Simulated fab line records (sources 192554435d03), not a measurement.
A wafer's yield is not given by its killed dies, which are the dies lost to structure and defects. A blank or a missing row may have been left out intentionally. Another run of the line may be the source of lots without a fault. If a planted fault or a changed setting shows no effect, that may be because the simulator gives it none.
A struck lot beside a sound one -- flow n5_finfet -- 15 out of 1938 route steps
Sound: wafers L520.2, L520.3, L520.6. Struck: wafer L532.6 (left out: L532.4, L532.5 of the same lot, which were not struck); the cause appears at the end.
Order at every step that has rows: each side's tool, ch and its chambers, its first start. Under that, the readings that differ: sound wafers -- struck wafers -- difference of the means -- sigmas: that difference in standard deviations of wafers without a fault.
alike: a reading whose means differ by less than 2 such deviations, as well as words and numbers matching on both sides. not compared: withheld readings; readings where some wafer has no value; bounds like >300 that might hide an equal value; numbers whose values overlap and for which the record gives no deviation.
Wherever a step has rows on one side only, a row that says differs or no value, or a row with sigmas, the two part there. When numbers do not overlap yet have no deviation, they are printed without sigmas and do not part them. A reading that every wafer of one side lacks parts them only if that side has two wafers or more.

first, 3 steps without rows for these wafers: N5_BEOL_M7_EXPOSE_25 (exposes mask V6, target cd 40 nm); N5_BEOL_M7_PEB_26 (peb time 60 s); N5_BEOL_M7_DEVELOP_27 (develop time 30 s).
N5_BEOL_M7_CD_MEAS_28 targets a cd of 40 nm.
  sound on cd_sem-03 ch 0, day 9 18:03; struck on cd_sem-01 ch 0, day 12 20:16
  alike: cd_nm
N5_BEOL_M7_OVL_MEAS_29:
  sound on overlay-02 ch 0, day 9 18:05; struck on overlay-02 ch 0, day 12 20:19
  alike: V6_OVL
N5_BEOL_M7_INSPECT_30: inspects for defects (brightfield).
  sound on defect_inspect-02 at day 9 18:08; struck on defect_inspect-02 at day 12 20:22
  alike: raw_defect_count
N5_BEOL_M7_DESCUM_33: chemistry O2, time 7 s.
  sound on rie_diel-03 ch 0,1,2, day 9 18:34; struck on rie_diel-01 ch 0, day 12 20:23
  alike: drypump_motor_current_A, oes_product_au, rf_vpp_V, showerhead_plenum_p_Torr, throttle_valve_pct
  not compared: rf_hours_counter_h
N5_BEOL_M7_ETCH_72: etches underlayer in N2/H2, target depth 6.5 nm, time 5.2 s.
  sound on rie_diel-03 ch 0,1,2, day 9 18:37; struck on rie_diel-01 ch 0, day 12 20:25
  alike: drypump_motor_current_A, etch_rf_on_time_s, n2_flow_sccm, oes_product_au, rf_fwd_power_W, rf_vpp_V, showerhead_plenum_p_Torr, throttle_valve_pct
  not compared: rf_hours_counter_h
N5_BEOL_M7_ETCH_65: etches SiARC in CF4, target depth 15.6 nm, time 26 s.
  sound on rie_diel-03 ch 0,1,2, day 9 18:37; struck on rie_diel-01 ch 0, day 12 20:26
  alike: drypump_motor_current_A, etch_rf_on_time_s, oes_product_au, rf_fwd_power_W, rf_vpp_V, showerhead_plenum_p_Torr, throttle_valve_pct
  not compared: rf_hours_counter_h
N5_BEOL_M7_ETCH_66: etches SOC in N2/H2, target depth 80 nm, overetch 16 nm, time 120 s.
  sound on rie_diel-03 ch 0,1,2, day 9 18:39; struck on rie_diel-01 ch 0, day 12 20:28
  alike: drypump_motor_current_A, n2_flow_sccm, oes_product_au, rf_fwd_power_W, rf_vpp_V, showerhead_plenum_p_Torr, throttle_valve_pct
  not compared: rf_hours_counter_h
then, 2 steps without rows for these wafers: N5_BEOL_M7_STRIP_69 (strips in N2/H2); N5_BEOL_M7_STRIP_73 (strips in N2/H2).
N5_BEOL_M7_VIA_ETCH_34: etches SiCOH lowk in C4F6/O2, target depth 125.5 nm, time 50.5 s.
  sound on rie_diel-03 ch 0,1,2, day 9 18:45; struck on rie_diel-01 ch 0, day 12 20:34
reading,sound,struck,difference,sigmas
oes_f_703_au (a.u.),0.90 0.86 0.72,0.57,-0.26,-4
oes_o_777_au (a.u.),0.90 0.85 0.72,0.60,-0.22,-3
rf_fwd_power_W (W),342.5 340.4 340.2,260.4,-80.6,-58
rf_vpp_V (V),673 659 668,769,+102,+20
model.etch.depth_nm (nm),124.8 126.7 124.2,112.6,-12.6,
model.SOC_of_BEOL_M7_COAT_63.thk_nm (nm),54.2 54 54.2,54.8,+0.7,
  alike: drypump_motor_current_A, oes_product_au, showerhead_plenum_p_Torr, throttle_valve_pct
  not compared: rf_hours_counter_h
then, 1 step without rows for these wafers: N5_BEOL_M7_STRIP_76 (strips in C4F6/O2).
N5_PASSIVATION_PROBE_49:
  the record holds rows for the sound wafers here (prober-01, day 12 20:53) but none for the struck ones

## WHERE THEY PART
Last at N5_PASSIVATION_PROBE_49 as far as this record goes, first at N5_BEOL_M7_VIA_ETCH_34.

WHY: what had been put in by the simulator
rie_diel-01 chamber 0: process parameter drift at N5_BEOL_M7_VIA_ETCH_34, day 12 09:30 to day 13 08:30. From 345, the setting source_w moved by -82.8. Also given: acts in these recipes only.
